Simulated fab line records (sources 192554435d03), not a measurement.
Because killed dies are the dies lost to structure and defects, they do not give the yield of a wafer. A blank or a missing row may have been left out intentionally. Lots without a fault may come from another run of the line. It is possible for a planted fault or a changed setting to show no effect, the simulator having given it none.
fab line records ; flow n5_finfet ; part 2 of 2: steps 20 to 27 of 27
record: lots: 5; wafers: 15; last_day: 17
route steps=1938 shown HKMG_FIN@446 GATE_CUT@465
lots that met no fault: from a run of the same line without faults
start_h: start of the lot's first displayed wafer, in hours after the record's first day ; wait_h: hours elapsed since this lot's preceding step ; " as in the row above ; L1.1+2: a row that stands for several wafers ; - either no value or no given start ; * or withheld: withheld ; < > ~ a bound
route shown NAME@n: a module of which the file shows steps, and the number in the route of the first ; usual: mean and standard deviation over wafers with no fault ; same: alike in all rows ; chamber/n: place in a boat ; sites: each site's reading ; _std_site: the standard deviation of these ; _edge_site: outer sites' mean less inner sites' ; radius_mm: how far each site lies from the wafer's centre ; mask NAME#n: copy n ; behind: tool/chamber where the wafer was last shaped ; hold: the reason the lot was held/the length of the hold in hours/how it ended ; device: which transistor (n, p or np) failed to switch ; end of line: the same wafers' tests at the end of the route ; a step with no rows: only its recipe ; killed: dies lost to structure and defects at the first sort, not the wafer's yield ; map: a wafer's dies, marking killed ones x, the rest . and places with no die _
set.NAME: setting as actually run; set.NAME@STEP: the setting as run at that earlier step ; model.NAME: the simulator's own value behind a step, which no gauge read
lots seen at some steps along the route; tables by step, rows by wafer
services: from which hour (start_h, from the record's first day; less than 0 if before it) a tool's chamber was out of use, for how many hours, and why
== steps ==
step: N5_GATE_CUT_ETCH_56
recipe: chemistry: Cl2/Ar; target: TiN; target_depth_a: 216; pressure_mtorr: 10; icp_w: 600; bias_w: 60; Cl2_flow_sccm: 40; Ar_flow_sccm: 60
usual: drypump_motor_current_A: 5.7/0.54; mfc_cl2_sccm: 39.94/0.13; oes_ar_750_au: 0.78/0.089; oes_product_au: 0.78/0.099; throttle_valve_pct: 20.80/0.16
lot.wafer;tool;chamber;start_h;wait_h;drypump_motor_current_A;mfc_cl2_sccm;oes_ar_750_au;oes_product_au;rf_hours_counter_h;throttle_valve_pct
L077.3;rie_metal-02;0;99.89;0.2;6.1;39.80;0.74;0.75;-;20.90
L077.4;rie_metal-02;0;99.89;0.2;6.1;39.88;0.75;0.75;-;20.91
L077.6;rie_metal-02;0;99.89;0.2;6.1;40.15;0.76;0.75;-;20.91
L078.1;rie_metal-02;0;108.71;0.2;6.1;39.96;0.75;0.74;51;20.94
L078.3;rie_metal-02;0;108.71;0.2;6.1;39.87;0.75;0.76;-;20.92
L078.4;rie_metal-02;0;108.71;0.2;6.1;39.92;0.75;0.75;-;20.91
L087.1;rie_metal-02;0;157.14;0.1;6.1;39.99;0.74;0.74;56;20.90
L087.2;rie_metal-02;1;157.14;0.1;5.6;39.88;0.93;0.96;3;20.78
L087.6;rie_metal-02;0;157.14;0.1;6.1;39.92;0.74;0.74;-;20.93
L090.1;rie_metal-01;1;184.72;0.1;5.8;39.86;0.65;0.65;109;21.05
L090.2;rie_metal-01;0;184.72;0.1;6.2;39.87;0.86;0.90;8;20.70
L090.6;rie_metal-01;0;184.72;0.1;6.2;39.96;0.88;0.90;-;20.70
L094.2;rie_metal-03;1;204.82;0.1;5.9;40.00;0.71;0.70;80;20.57
L094.3;rie_metal-03;0;204.82;0.1;4.6;39.95;0.77;0.78;-;20.91
L094.4;rie_metal-03;1;204.82;0.1;5.9;39.89;0.70;0.69;-;20.56
step: N5_GATE_CUT_ETCHBACK_30
recipe: chemistry: Cl2/Ar; target: TiN; target_depth_a: 30; mode: isotropic; pressure_mtorr: 10; icp_w: 600; bias_w: 60; Cl2_flow_sccm: 40; Ar_flow_sccm: 60
usual: drypump_motor_current_A: 5.7/0.54; mfc_cl2_sccm: 39.98/0.13; oes_ar_750_au: 0.78/0.09; oes_product_au: 0.78/0.097; throttle_valve_pct: 20.80/0.16
lot.wafer;tool;chamber;start_h;wait_h;drypump_motor_current_A;mfc_cl2_sccm;oes_ar_750_au;oes_product_au;rf_hours_counter_h;throttle_valve_pct
L077.3;rie_metal-02;0;100.03;0.1;6.1;40.07;0.76;0.75;-;20.90
L077.4;rie_metal-02;0;100.03;0.1;6.1;40.23;0.75;0.75;-;20.91
L077.6;rie_metal-02;0;100.03;0.1;6.1;40.10;0.75;0.75;-;20.90
L078.1;rie_metal-02;0;108.89;0.1;6.1;40.15;0.75;0.74;51;20.91
L078.3;rie_metal-02;0;108.89;0.1;6.1;39.85;0.74;0.75;-;20.92
L078.4;rie_metal-02;0;108.89;0.1;6.1;39.97;0.76;0.75;-;20.90
L087.1;rie_metal-02;0;157.23;0.1;6.1;39.97;0.74;0.75;56;20.92
L087.2;rie_metal-02;1;157.23;0.1;5.6;39.91;0.93;0.96;3;20.81
L087.6;rie_metal-02;0;157.23;0.1;6.1;40.09;0.74;0.75;-;20.92
L090.1;rie_metal-01;1;184.81;0.1;5.8;39.98;0.65;0.65;109;21.05
L090.2;rie_metal-01;0;184.81;0.1;6.2;39.99;0.87;0.90;8;20.71
L090.6;rie_metal-01;0;184.81;0.1;6.2;39.72;0.87;0.89;-;20.72
L094.2;rie_metal-03;1;204.91;0.1;5.9;40.18;0.71;0.69;80;20.56
L094.3;rie_metal-03;0;204.91;0.1;4.6;40.05;0.77;0.78;-;20.91
L094.4;rie_metal-03;1;204.91;0.1;5.9;39.97;0.71;0.70;-;20.56
step: N5_GATE_CUT_VAPOR_ETCH_60
recipe: chemistry: BCl3/Cl2; target: HfO2; mode: isotropic
usual: drypump_motor_current_A: 5.7/0.54; oes_product_au: 0.79/0.099
lot.wafer;tool;chamber;start_h;wait_h;drypump_motor_current_A;oes_product_au
L077.3;rie_metal-02;0;100.09;0.1;6.1;0.76
L077.4;rie_metal-02;0;100.09;0.1;6.1;0.77
L077.6;rie_metal-02;0;100.09;0.1;6.1;0.77
L078.1;rie_metal-02;0;108.95;0.1;6.1;0.76
L078.3;rie_metal-02;0;108.95;0.1;6.1;0.76
L078.4;rie_metal-02;0;108.95;0.1;6.1;0.77
L087.1;rie_metal-02;0;157.26;0.0;6.1;0.75
L087.2;rie_metal-02;1;157.26;0.0;5.6;0.95
L087.6;rie_metal-02;0;157.26;0.0;6.1;0.76
L090.1;rie_metal-01;1;184.84;0.0;5.8;0.65
L090.2;rie_metal-01;0;184.84;0.0;6.2;0.91
L090.6;rie_metal-01;0;184.84;0.0;6.2;0.91
L094.2;rie_metal-03;1;204.94;0.0;5.9;0.68
L094.3;rie_metal-03;0;204.94;0.0;4.6;0.79
L094.4;rie_metal-03;1;204.94;0.0;5.9;0.68
step: N5_GATE_CUT_ETCH_58
recipe: chemistry: CH3F/O2; target: SiNx; target_depth_a: 170; time_s: 128.6; ion_energy_ev: 50; pressure_mtorr: 30; source_w: 415; bias_w: 21; Ar_flow_sccm: 150; CH3F_flow_sccm: 30; O2_flow_sccm: 20
usual: drypump_motor_current_A: 5.6/0.31; oes_product_au: 0.77/0.082; rf_vpp_V: 99.1/0.85; showerhead_plenum_p_Torr: 2.01/0.058; throttle_valve_pct: 16.32/0.3
lot.wafer;tool;chamber;start_h;wait_h;drypump_motor_current_A;oes_product_au;rf_hours_counter_h;rf_vpp_V;showerhead_plenum_p_Torr;throttle_valve_pct
L077.3;rie_diel-05;3;100.15;0.1;5.6;0.70;191;98.7;2.01;16.47
L077.4;rie_diel-05;3;100.15;0.1;5.6;0.69;-;98.2;2.01;16.47
L077.6;rie_diel-05;1;100.15;0.1;5.2;0.78;-;100.6;2.01;16.04
L078.1;rie_diel-04;2;109.13;0.2;6.2;0.96;5;98.7;1.95;15.65
L078.3;rie_diel-04;0;109.13;0.2;5.6;0.71;224;99.1;2.07;16.50
L078.4;rie_diel-04;3;109.13;0.2;5.9;0.70;229;98.1;2.06;16.54
L087.1;rie_diel-01;0;157.43;0.2;5.3;0.83;57;99.1;2.04;16.27
L087.2;rie_diel-01;2;157.43;0.2;5.4;0.70;236;100.1;1.98;16.86
L087.6;rie_diel-01;1;157.43;0.2;5.5;0.75;-;100.6;1.99;16.26
L090.1;rie_diel-05;2;184.89;0.0;5.8;0.71;214;99.3;1.99;16.41
L090.2;rie_diel-05;0;184.89;0.0;5.4;0.90;23;100.5;2.15;16.26
L090.6;rie_diel-05;3;184.89;0.0;5.6;0.68;-;99.0;2.00;16.52
L094.2;rie_diel-01;2;205.02;0.1;5.4;0.68;248;98.8;1.98;16.88
L094.3;rie_diel-01;0;205.02;0.1;5.3;0.83;66;99.3;2.03;16.27
L094.4;rie_diel-01;2;205.02;0.1;5.4;0.68;-;98.3;1.98;16.88
step: N5_GATE_CUT_STRIP_59
recipe: chemistry: N2/H2; time_s: 20; power_w: 100; temp_c: 40; pressure_mtorr: 100; rf_frequency_hz: 6e+07; bias_power_w: 3; n2_flow_sccm: 300; h2_flow_sccm: 300
usual: drypump_motor_current_A: 5.6/0.31; oes_product_au: 0.77/0.08; rf_vpp_V: 45.3/0.87; showerhead_plenum_p_Torr: 3.38/0.08; throttle_valve_pct: 12.20/0.29
lot.wafer;tool;chamber;start_h;wait_h;drypump_motor_current_A;oes_product_au;rf_hours_counter_h;rf_vpp_V;showerhead_plenum_p_Torr;throttle_valve_pct
L077.3;rie_diel-05;3;100.25;0.1;5.6;0.69;191;45.3;3.36;12.26
L077.4;rie_diel-05;3;100.25;0.1;5.6;0.70;-;45.8;3.35;12.27
L077.6;rie_diel-05;1;100.25;0.1;5.2;0.77;-;46.0;3.40;11.98
L078.1;rie_diel-04;2;109.24;0.1;6.2;0.96;5;45.4;3.33;11.65
L078.3;rie_diel-04;0;109.24;0.1;5.6;0.72;224;44.7;3.49;12.42
L078.4;rie_diel-04;3;109.24;0.1;5.9;0.71;229;44.2;3.47;12.54
L087.1;rie_diel-01;0;157.53;0.1;5.3;0.84;57;44.8;3.40;11.98
L087.2;rie_diel-01;2;157.53;0.1;5.4;0.69;236;44.9;3.34;12.71
L087.6;rie_diel-01;1;157.53;0.1;5.5;0.74;-;46.1;3.37;12.22
L090.1;rie_diel-05;2;184.99;0.1;5.9;0.72;214;45.7;3.34;12.36
L090.2;rie_diel-05;0;184.99;0.1;5.4;0.90;23;45.8;3.59;11.93
L090.6;rie_diel-05;3;184.99;0.1;5.6;0.68;-;44.7;3.34;12.32
L094.2;rie_diel-01;2;205.13;0.1;5.4;0.69;248;46.1;3.33;12.74
L094.3;rie_diel-01;0;205.13;0.1;5.3;0.83;66;44.8;3.40;12.01
L094.4;rie_diel-01;2;205.13;0.1;5.4;0.68;-;45.8;3.33;12.74
step: N5_GATE_CUT_PRECLEAN_31
recipe: temp_c: 23; chemistry: DIW; time_s: 300
lot.wafer;tool;chamber;start_h;wait_h
L077.3+4+6;wet_bench-01;3,1,4;100.33;0.1
L078.1+3+4;wet_bench-02;7,4,3;109.32;0.1
L087.1+2+6;wet_bench-01;4,5,0;157.61;0.1
L090.1+2+6;wet_bench-06;7,0,2;185.07;0.1
L094.2+3+4;wet_bench-06;3,5,2;205.21;0.1
step: N5_GATE_CUT_SRD_32
recipe: time_s: 30; temp_c: 23; rinse_liquid: diw; dry: ipa_marangoni
lot.wafer;tool;chamber;start_h;wait_h
L077.3+4+6;wet_bench-01;3,1,4;100.42;0.0
L078.1+3+4;wet_bench-02;7,4,3;109.41;0.0
L087.1+2+6;wet_bench-01;4,5,0;157.70;0.0
L090.1+2+6;wet_bench-06;7,0,2;185.17;0.0
L094.2+3+4;wet_bench-06;3,5,2;205.29;0.0
step: N5_GATE_CUT_SAC_CAP_01
recipe: material: SiNx; target_thk_a: 240; temp_c: 400; ald_precursor_family: SiH2I2; ald_co_reactant: N2/H2-plasma; pulse_time_s: 1; ald_cycles: 480; purge_time_s: 2; co_reactant_purge_time_s: 2; pressure_torr: 2
usual: heater_power_w: 878/93; precursor_pulse_height_rel: 0.999/0.02
same: purge_time_s: 2
lot.wafer;tool;chamber;start_h;wait_h;heater_power_w;precursor_pulse_height_rel
L077.3;ald_sin-03;0;100.47;0.0;978;0.976
L077.4;ald_sin-03;2;100.47;0.0;790;0.982
L077.6;ald_sin-03;0;101.55;1.1;1017;1.017
L078.1;ald_sin-04;0;109.63;0.2;868;1.005
L078.3;ald_sin-04;3;109.63;0.2;862;0.972
L078.4;ald_sin-04;1;109.63;0.2;970;0.999
L087.1;ald_sin-03;1;157.74;0.0;773;0.978
L087.2;ald_sin-03;0;157.74;0.0;998;1.003
L087.6;ald_sin-03;0;158.83;1.1;1013;0.969
L090.1;ald_sin-02;1;185.22;0.0;855;1.006
L090.2;ald_sin-02;2;185.22;0.0;900;1.000
L090.6;ald_sin-02;1;186.31;1.1;846;1.006
L094.2;ald_sin-04;0;205.37;0.1;879;1.020
L094.3;ald_sin-04;2;205.37;0.1;770;0.979
L094.4;ald_sin-04;3;205.37;0.1;882;1.013
== services ==
tool;chamber;start_h;hours;kind
cmp-04;-;76.95;21.0;repair
rie_diel-01;0;83.15;5.0;repair
ald_metal-02;3;85.05;15.9;repair
rie_diel-01;0;97.10;6.9;repair
cmp-04;-;97.98;3.6;pm
cmp-01;-;103.09;4.4;pm
plasma_asher-02;-;109.26;2.8;pm
plasma_asher-01;-;115.45;10.4;repair
rie_metal-03;0;132.05;12.0;repair
rie_diel-05;1;141.67;9.0;repair
cmp-01;-;149.02;0.2;repair
cvd_w-02;-;158.93;0.9;repair
cmp-01;-;161.62;0.5;repair
rie_diel-02;1;162.82;3.1;repair
ald_metal-04;1;168.48;2.2;repair
plasma_asher-01;-;168.97;3.8;repair
cmp-01;-;171.43;1.2;repair
wet_bench-01;-;174.15;1.6;repair
ald_metal-04;3;175.80;1.5;repair
rie_diel-05;3;190.29;7.9;repair
rie_diel-01;1;194.00;11.3;repair
rie_metal-01;-;195.05;14.6;pm
wet_bench-01;-;197.06;1.9;pm
ald_metal-02;3;197.98;17.2;repair
